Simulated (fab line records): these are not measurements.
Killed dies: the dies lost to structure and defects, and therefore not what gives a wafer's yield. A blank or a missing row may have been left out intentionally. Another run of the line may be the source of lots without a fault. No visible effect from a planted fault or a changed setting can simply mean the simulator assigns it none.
What tool caused it? | flow nand-harc | 12 lots, 36 wafers sampled, at 5 steps of a route of 1159

WHAT THE GAUGES READ, wafer by wafer
NHARC_THIN_TSV_CD_MEAS_37. Usual: cd-nm at 5000.5 nm, with a standard deviation of 2.8.
lot  | measured     | on        | cd-nm (nm)           | flag
L532 | day 18 23:41 | cd-sem-02 | 5003.9 5004.9 5003.3 |
L535 | day 19 00:51 | cd-sem-03 | 5001.9 5005.9 5000.1 |
L533 | day 19 13:34 | cd-sem-03 | 5002.1 5001.5 5002.6 |
L534 | day 19 12:40 | cd-sem-02 | 4994.5 4996.3 4998.2 |
L538 | day 20 04:49 | cd-sem-01 | 5002.2 5001.5 5001.7 |
L537 | day 20 05:07 | cd-sem-02 | 4997.2 4997.6 4998.1 |
L539 | day 20 18:32 | cd-sem-03 | 4999.1 4998.9 4999.6 |
L540 | day 21 03:52 | cd-sem-01 | 5000.1 4998.8 5001.3 |
L541 | day 21 05:10 | cd-sem-02 | 5008.1 5003.0 5003.9 |
L545 | day 21 07:47 | cd-sem-02 | 4994.2 4997.7 5000.6 |
L544 | day 22 01:22 | cd-sem-01 | 5003.5 5005.8        |
L554 | day 24 14:50 | cd-sem-01 | 5002.2 5004.4 5003.8 |

NHARC_END_SORT_01. Usual: defect-limited-yield 95.6 %, standard deviation 1.6; killed-at-array 26, standard deviation 10; killed-at-other 0.5, standard deviation 0.87; killed-at-periphery 3.0, standard deviation 2.5; killed-dies 29, standard deviation 11; killed-open 3.3, standard deviation 1.9; killed-short 1.8, standard deviation 1.5; sort_bin_2_pct 1.3 %, standard deviation 0.63; sort_bin_3_pct 0.25 %, standard deviation 0.22; sort_bin_4_pct 2.8 %, standard deviation 1.1; sort-n-pass 648, standard deviation 11; sort-rim-yield-pct 96.5 %, standard deviation 2.6; sort-yield-pct 95.6 %, standard deviation 1.6.
lot  | measured     | on        | defect-limited-yield (%) | killed-at-array | killed-at-other | killed-at-periphery | killed-dies | killed-open | killed-short | sort_bin_2_pct (%) | sort_bin_3_pct (%) | sort_bin_4_pct (%) | sort-n-pass | sort-rim-yield-pct (%) | sort-yield-pct (%) | flag
L535 | day 19 10:49 | prober-01 | 97.5 97.3 97.8           | 14 13 12        | 0 0 1           | 3 5 2               | 17 18 15    | 4 3 1       | 2 2 1        | 0.9 0.6 0.6        | 0.15 0 0           | 1.5 2.1 1.6        | 660 659 662 | 99.1 100.0 100.0       | 97.5 97.3 97.8     |
L533 | day 20 05:08 | prober-01 | 96.6 93.9 96.6           | 22 40 20        | 1 1 0           | 0 0 3               | 23 41 23    | 1 7 5       | 1 3 1        | 1.2 0.9 0.7        | 0.15 0 0.15        | 2.1 5.2 2.5        | 654 636 654 | 98.1 97.2 97.2         | 96.6 93.9 96.6     |
L534 | day 19 20:32 | prober-02 | 99.0 97.6 97.5           | 7 12 16         | 0 1 0           | 0 3 1               | 7 16 17     | 3 2 8       | 1 3 4        | 0.1 0.4 0.6        | 0.15 0 0.15        | 0.7 1.9 1.8        | 670 661 660 | 100.0 96.2 99.1        | 99.0 97.6 97.5     |
L540 | day 21 11:19 | prober-02 | 96.3 96.0 96.9           | 23 27 19        | 0 0 0           | 2 0 2               | 25 27 21    | 1 4 3       | 6 2 1        | 0.6 1.6 1.0        | 0.30 0.15 0        | 2.8 2.2 2.1        | 652 650 656 | 99.1 99.1 98.1         | 96.3 96.0 96.9     |
L541 | day 21 11:18 | prober-01 | 96.3 95.9 95.0           | 22 21 29        | 0 5 0           | 3 2 5               | 25 28 34    | 2 5 3       | 2 2 3        | 1.0 1.5 1.9        | 0.15 0.44 0.15     | 2.5 2.2 3.0        | 652 649 643 | 96.2 95.3 97.2         | 96.3 95.9 95.0     |
L545 | day 21 20:42 | prober-01 | 97.0 97.5 98.8           | 16 13 5         | 0 0 1           | 4 4 2               | 20 17 8     | 4 8 3       | 0 3 0        | 0.9 0.4 0.3        | 0.15 0.15 0        | 1.9 1.9 0.9        | 657 660 669 | 95.3 98.1 99.1         | 97.0 97.5 98.8     |
L544 | day 22 07:30 | prober-02 | 93.1 0.6 93.6            | 40 663 30       | 0 0 0           | 7 10 13             | 47 673 43   | 2 3 2       | 2 1 0        | 2.5 94.4 1.9       | 0.15 0.15 0.44     | 4.3 4.9 4.0        | 630 4 634   | 93.4 0.9 98.1          | 93.1 0.6 93.6      | OFF
L554 | day 24 22:22 | prober-02 | 95.7 94.5 92.8           | 28 34 46        | 0 1 2           | 1 2 1               | 29 37 49    | 2 1 4       | 0 5 4        | 1.3 2.1 2.4        | 0.15 0.59 0.89     | 2.8 2.8 4.0        | 648 640 628 | 98.1 92.5 93.4         | 95.7 94.5 92.8     |

WHICH TOOL RAN EACH LOT (tool, then ch and the chambers of the sampled wafers, then the start)
lot  | NHARC_A_M0_PVD_21            | NHARC_THIN_TSV_DESCUM_14           | NHARC_THIN_TSV_STRIP_62
L532 | pvd-sputter-03, day 17 16:55 | rie-diel-01 ch 1,2,3, day 18 16:28 | plasma-asher-02 ch 0,1, day 18 18:54
L535 | pvd-sputter-03, day 17 20:18 | rie-diel-10 ch 1,2,3, day 18 17:28 | plasma-asher-02 ch 0,1, day 18 20:14
L533 | pvd-sputter-03, day 18 03:20 | rie-diel-10 ch 1,3, day 19 06:10   | plasma-asher-02 ch 0,1, day 19 08:44
L534 | pvd-sputter-02, day 18 03:55 | rie-diel-01 ch 0,1,3, day 19 05:06 | plasma-asher-01 ch 0,1, day 19 07:32
L538 | pvd-sputter-03, day 18 20:57 | rie-diel-12 ch 1,2,3, day 19 20:45 | plasma-asher-02 ch 0,1, day 19 23:31
L537 | pvd-sputter-02, day 18 21:23 | rie-diel-10 ch 0,1,2, day 19 21:47 | plasma-asher-02 ch 0,1, day 20 00:19
L539 | pvd-sputter-01, day 19 08:04 | rie-diel-10 ch 1,2,3, day 20 11:00 | plasma-asher-02 ch 0,1, day 20 13:40
L540 | pvd-sputter-01, day 19 18:29 | rie-diel-10 ch 0,1,2, day 20 20:22 | plasma-asher-02 ch 0,1, day 20 23:09
L541 | pvd-sputter-03, day 19 19:14 | rie-diel-10 ch 0,2,3, day 20 21:59 | plasma-asher-02 ch 0,1, day 21 00:26
L545 | pvd-sputter-01, day 19 23:26 | rie-diel-01 ch 0,2,3, day 21 00:29 | plasma-asher-02 ch 0,1, day 21 03:05
L544 | pvd-sputter-01, day 20 16:01 | rie-diel-10 ch 0,2, day 21 18:15   | plasma-asher-02 ch 0, day 21 20:44
L554 | pvd-sputter-02, day 23 06:50 | rie-diel-10 ch 0,1, day 24 07:37   | plasma-asher-02 ch 0,1, day 24 10:06
- NHARC_A_M0_PVD_21: deposits Cu, target thk 30 nm, time 20.49 s.
- NHARC_THIN_TSV_DESCUM_14: chemistry O2, time 3 s.
- NHARC_THIN_TSV_STRIP_62: strips in N2/H2, time 20 s.

WHAT THE TOOLS THEMSELVES READ (means of the sampled wafers that have a number; where no wafer has one, the mark that the record gives instead)
NHARC_A_M0_PVD_21. Usual: throttle-valve-pct at 29.8 %, with a standard deviation of 1.5.
lot  | tool           | throttle-valve-pct (%) | flag
L532 | pvd-sputter-03 | 29.6                   |
L535 | pvd-sputter-03 | 30.1                   |
L533 | pvd-sputter-03 | 29.9                   |
L534 | pvd-sputter-02 | 30.2                   |
L538 | pvd-sputter-03 | 29.8                   |
L537 | pvd-sputter-02 | 29.8                   |
L539 | pvd-sputter-01 | 30.5                   |
L540 | pvd-sputter-01 | 28.5                   |
L541 | pvd-sputter-03 | 29.8                   |
L545 | pvd-sputter-01 | 30.0                   |
L544 | pvd-sputter-01 | 28.8                   |
L554 | pvd-sputter-02 | 30.6                   |

NHARC_THIN_TSV_DESCUM_14. Usual: drypump-motor-current-A 6.0 A, standard deviation 0.46; oes-product-au 0.995 a.u., standard deviation 0.0096; rf-vpp-V 57.6 V, standard deviation 0.84; showerhead-plenum-p-Torr 1.91 Torr, standard deviation 0.071; throttle-valve-pct 11.312 %, standard deviation 0.0092.
lot  | tool        | drypump-motor-current-A (A) | oes-product-au (a.u.) | rf-vpp-V (V) | showerhead-plenum-p-Torr (Torr) | throttle-valve-pct (%) | flag
L532 | rie-diel-01 | 5.9                         | 1.002                 | 57.0         | 1.90                            | 11.313                 |
L535 | rie-diel-10 | 5.9                         | 0.995                 | 57.4         | 1.88                            | 11.312                 |
L533 | rie-diel-10 | 6.0                         | 0.984                 | 57.2         | 1.85                            | 11.309                 |
L534 | rie-diel-01 | 6.4                         | 1.004                 | 57.5         | 1.94                            | 11.310                 |
L538 | rie-diel-12 | 6.3                         | 0.995                 | 57.8         | 1.98                            | 11.307                 |
L537 | rie-diel-10 | 5.8                         | 0.993                 | 57.3         | 1.89                            | 11.306                 |
L539 | rie-diel-10 | 5.9                         | 1.000                 | 57.7         | 1.88                            | 11.318                 |
L540 | rie-diel-10 | 5.8                         | 1.000                 | 58.2         | 1.88                            | 11.316                 |
L541 | rie-diel-10 | 5.8                         | 0.995                 | 57.7         | 1.86                            | 11.311                 |
L545 | rie-diel-01 | 5.9                         | 1.007                 | 57.7         | 1.90                            | 11.319                 |
L544 | rie-diel-10 | 5.7                         | 0.992                 | 57.9         | 1.88                            | 11.300                 |
L554 | rie-diel-10 | 5.9                         | 0.993                 | 57.5         | 1.86                            | 11.318                 |

NHARC_THIN_TSV_STRIP_62. Usual: drypump-motor-current-A 5.80 A, standard deviation 0.25; heater-power-w 328 W, standard deviation 39.
lot  | tool            | drypump-motor-current-A (A) | heater-power-w (W) | flag
L532 | plasma-asher-02 | 5.70                        | 327                |
L535 | plasma-asher-02 | 5.68                        | 327                |
L533 | plasma-asher-02 | 5.71                        | 331                |
L534 | plasma-asher-01 | 5.94                        | 308                |
L538 | plasma-asher-02 | 5.85                        | 332                |
L537 | plasma-asher-02 | 5.74                        | 323                |
L539 | plasma-asher-02 | 5.73                        | 331                |
L540 | plasma-asher-02 | 5.73                        | 324                |
L541 | plasma-asher-02 | 5.72                        | 327                |
L545 | plasma-asher-02 | 5.84                        | 335                |
L544 | plasma-asher-02 | 5.96                        | 344                |
L554 | plasma-asher-02 | 5.72                        | 337                |

THE ANSWER, worked out from the rows above alone
Rule: a lot is off if the mean of its wafers that have a number lies more than 3 standard deviations from the usual mean. A lot without any number at a reading at which 4 lots or more have one is off too. Where the step has rows for the other lots, those lots are counted as sound. The gauges are gone through in route order, then the tools' own readings, and for those a lot's mean is taken as printed above. At the first step where some lot is off, the reading lying furthest off is the one used; lots without a number count as furthest.
Off: L544 (NHARC_END_SORT_01, sort_bin_2_pct). Neither off nor sound, because the step has no rows for them: L532, L538, L537, L539.
If a tool, at a process step before that reading, ran all the lots that are off and no sound lot after the first of them, it fits. Those tools and the gauges at NHARC_END_SORT_01 are tried in the same way. One fits: pvd-sputter-01 at NHARC_A_M0_PVD_21. A fault onset in the window from L545 (day 19 23:26, its last sound lot) to L544 (day 20 16:01, its first lot off) fits.

WHAT THE SIMULATOR PUT IN
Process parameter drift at NHARC_A_M0_PVD_21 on pvd-sputter-01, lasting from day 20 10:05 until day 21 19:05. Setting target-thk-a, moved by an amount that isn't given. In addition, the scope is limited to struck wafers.
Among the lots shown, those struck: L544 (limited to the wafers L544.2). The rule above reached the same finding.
